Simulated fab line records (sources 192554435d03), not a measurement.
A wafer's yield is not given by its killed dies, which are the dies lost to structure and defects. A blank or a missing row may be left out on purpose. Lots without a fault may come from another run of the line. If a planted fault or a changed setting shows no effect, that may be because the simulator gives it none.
Matching of chambers || flow n5 finfet || N5_STI_FIN_REVEAL_CMP_04 on cmp-03 has 4 sister chambers
The step polishes, stops on Si3N4, t overpolish 4 s, target thk 131.83 nm. 8 wafers are shown with their chamber, then 12 later ones without.

## WAFERS WITH THEIR CHAMBER
{"wafer": "L085.3", "chamber": 2, "motor current A (A)": 7.2, "time to endpoint s (s)": 103}
{"wafer": "L086.2", "chamber": 1, "motor current A (A)": 10.2, "time to endpoint s (s)": 102}
{"wafer": "L086.6", "chamber": 3, "motor current A (A)": 7.9, "time to endpoint s (s)": 107}
{"wafer": "L087.3", "chamber": 1, "motor current A (A)": 10.8, "time to endpoint s (s)": 98}
{"wafer": "L087.6", "chamber": 0, "motor current A (A)": 8.3, "time to endpoint s (s)": 105}
{"wafer": "L090.2", "chamber": 0, "motor current A (A)": 8.1, "time to endpoint s (s)": 103}
{"wafer": "L090.5", "chamber": 3, "motor current A (A)": 7.6, "time to endpoint s (s)": 99}
{"wafer": "L090.6", "chamber": 2, "motor current A (A)": 7.5, "time to endpoint s (s)": 102}

## WAFERS WITHOUT THEIR CHAMBER
{"wafer": "L093.1", "motor current A (A)": 7.8, "time to endpoint s (s)": 102}
{"wafer": "L093.2", "motor current A (A)": 7.7, "time to endpoint s (s)": 102}
{"wafer": "L093.3", "motor current A (A)": 10.4, "time to endpoint s (s)": 99}
{"wafer": "L093.4", "motor current A (A)": 7.5, "time to endpoint s (s)": 104}
{"wafer": "L093.5", "motor current A (A)": 7.3, "time to endpoint s (s)": 102}
{"wafer": "L093.6", "motor current A (A)": 7.8, "time to endpoint s (s)": 105}
{"wafer": "L096.2", "motor current A (A)": 7.6, "time to endpoint s (s)": 103}
{"wafer": "L096.3", "motor current A (A)": 7.5, "time to endpoint s (s)": 100}
{"wafer": "L096.6", "motor current A (A)": 7.3, "time to endpoint s (s)": 100}
{"wafer": "L097.1", "motor current A (A)": 8.1, "time to endpoint s (s)": 102}
{"wafer": "L097.3", "motor current A (A)": 7.0, "time to endpoint s (s)": 101}
{"wafer": "L097.4", "motor current A (A)": 7.2, "time to endpoint s (s)": 104}

## WHICH CHAMBER EACH ONE RAN IN
{"wafer": "L093.1", "from the rows above": "can't be placed: 3 or 0 or 2", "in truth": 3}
{"wafer": "L093.2", "from the rows above": "can't be placed: 3 or 2 or 0", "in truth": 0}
{"wafer": "L093.3", "from the rows above": 1, "in truth": 1}
{"wafer": "L093.4", "from the rows above": "can't be placed: 2 or 3 or 0", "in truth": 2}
{"wafer": "L093.5", "from the rows above": "can't be placed: 2 or 3", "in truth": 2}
{"wafer": "L093.6", "from the rows above": "can't be placed: 3 or 0 or 2", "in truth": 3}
{"wafer": "L096.2", "from the rows above": "can't be placed: 3 or 2 or 0", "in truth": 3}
{"wafer": "L096.3", "from the rows above": "can't be placed: 2 or 3 or 0", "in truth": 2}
{"wafer": "L096.6", "from the rows above": "can't be placed: 2 or 3", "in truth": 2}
{"wafer": "L097.1", "from the rows above": "can't be placed: 0 or 3", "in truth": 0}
{"wafer": "L097.3", "from the rows above": "can't be placed: 2 or 3", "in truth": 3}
{"wafer": "L097.4", "from the rows above": "can't be placed: 2 or 3", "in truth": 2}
Correctly placed: 1 of 12. These rows do not allow placing 11 (true chamber among the candidates in 11). Wrongly placed: 0.
How it was worked out, from the rows above alone: a wafer's distance from a chamber is the root of the sum, over the readings, of the square of ((its reading less the chamber's mean) divided by the reading's scatter). The wafer belongs to the nearest chamber; if the next one is less than 2 further off, it can't be placed. A chamber's mean is the mean of its shown wafers. The scatter is the square root of a quotient: the sum, over the shown wafers, of each reading's squared deviation from its chamber's mean, divided by wafers minus chambers.
